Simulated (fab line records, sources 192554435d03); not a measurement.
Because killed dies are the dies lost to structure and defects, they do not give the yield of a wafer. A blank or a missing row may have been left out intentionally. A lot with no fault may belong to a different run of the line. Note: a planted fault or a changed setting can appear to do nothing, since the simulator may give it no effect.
A struck lot beside a sound one ; flow n5 finfet ; 16 out of 1938 route steps
Sound: wafers L305.1, L305.3, L305.6. Wafers L313.2, L313.3, L313.4 were the ones struck. The cause comes at the end.
For every step that has rows: the tool of each side, followed by ch and its chambers, followed by its first start. Under that, the readings that differ: sound wafers ; struck wafers ; difference of the means ; sigmas: that difference in standard deviations of wafers without a fault.
alike: same words and numbers on both sides, and readings whose means sit less than 2 such deviations apart. not compared: any withheld reading, any reading some wafer has no value for, any bound like >300 that may hide the same value, and any number with overlapping values for which the record gives no deviation.
The two part at a step that has a row with sigmas, a row that says differs or no value, or rows on one side only. When numbers do not overlap yet have no deviation, they are printed without sigmas and do not part them. A reading missing from all wafers of one side parts the sides only when that side holds two or more wafers.

first, 3 steps without rows for these wafers: N5_HKMG_FIN_WET_ETCH_65 (etches a-Si in TMAH, stops on TiN, time 49 s, target depth 3 nm); N5_HKMG_FIN_WET_ETCH_81 (etches TiN in SC1, stops on HfO2, time 57 s, target depth 6 nm); N5_HKMG_FIN_WET_ETCH_82 (etches La2O3 in dHCl, stops on HfO2, target depth 2 nm, rinse time 30 s).
N5_HKMG_FIN_ALD_36: deposits TiN, target thk 1 nm, pulse time 1 s, purge time 3 s.
  sound on ald metal-03 ch 0,1, day 5 18:40; struck on ald metal-01 ch 0,1,2, day 7 20:29
  alike: heater power w, precursor pulse height rel
N5_HKMG_FIN_THK_MEAS_70: measures by xrf.
  sound on film metro-02 at day 5 18:56; struck on film metro-02 at day 7 20:46
  alike: HK_THK
N5_HKMG_FIN_PWFM_ALD_03: deposits TiN, target thk 2 nm, pulse time 1 s, purge time 3 s.
  sound on ald metal-01 ch 0,1, day 5 18:59; struck on ald metal-03 ch 0,1,2, day 7 20:49
  alike: heater power w, precursor pulse height rel
then, 6 steps without rows for these wafers: N5_HKMG_FIN_COAT_29 (time 60 s, resist thk 300 nm); N5_HKMG_FIN_COAT_30 (time 60 s, resist thk 35 nm); N5_HKMG_FIN_COAT_06 (resist thk 90 nm); N5_HKMG_FIN_EBR_08; N5_HKMG_FIN_SOFTBAKE_07 (time 60 s); N5_HKMG_FIN_EXPOSE_09 (exposes mask NWFM).
N5_HKMG_FIN_PEB_10: peb time 60 s.
  sound on litho track-01 ch 0, day 5 19:46; struck on litho track-03 ch 0, day 7 21:35
  alike: exhaust pa
then, 1 step without rows for these wafers: N5_HKMG_FIN_DEVELOP_11 (develop time 30 s).
N5_HKMG_FIN_CD_MEAS_12 targets a cd of 92.8 nm.
  sound on cd sem-02 ch 0, day 5 19:50; struck on cd sem-02 ch 0, day 7 21:39
reading;sound;struck;difference;sigmas
cd nm (nm);93.3 93.7 93.2;95.2 95.1 94.5;+1.5;+2
N5_HKMG_FIN_OVL_MEAS_13:
  sound on overlay-01 ch 0, day 5 19:52; struck on overlay-02 ch 0, day 7 21:41
  alike: NWFM_OVL

## WHERE THEY PART
Only at N5_HKMG_FIN_CD_MEAS_12, within this record. Later steps at which nothing parts them and some readings are alike: N5_HKMG_FIN_OVL_MEAS_13.

WHY: the cause the simulator had injected
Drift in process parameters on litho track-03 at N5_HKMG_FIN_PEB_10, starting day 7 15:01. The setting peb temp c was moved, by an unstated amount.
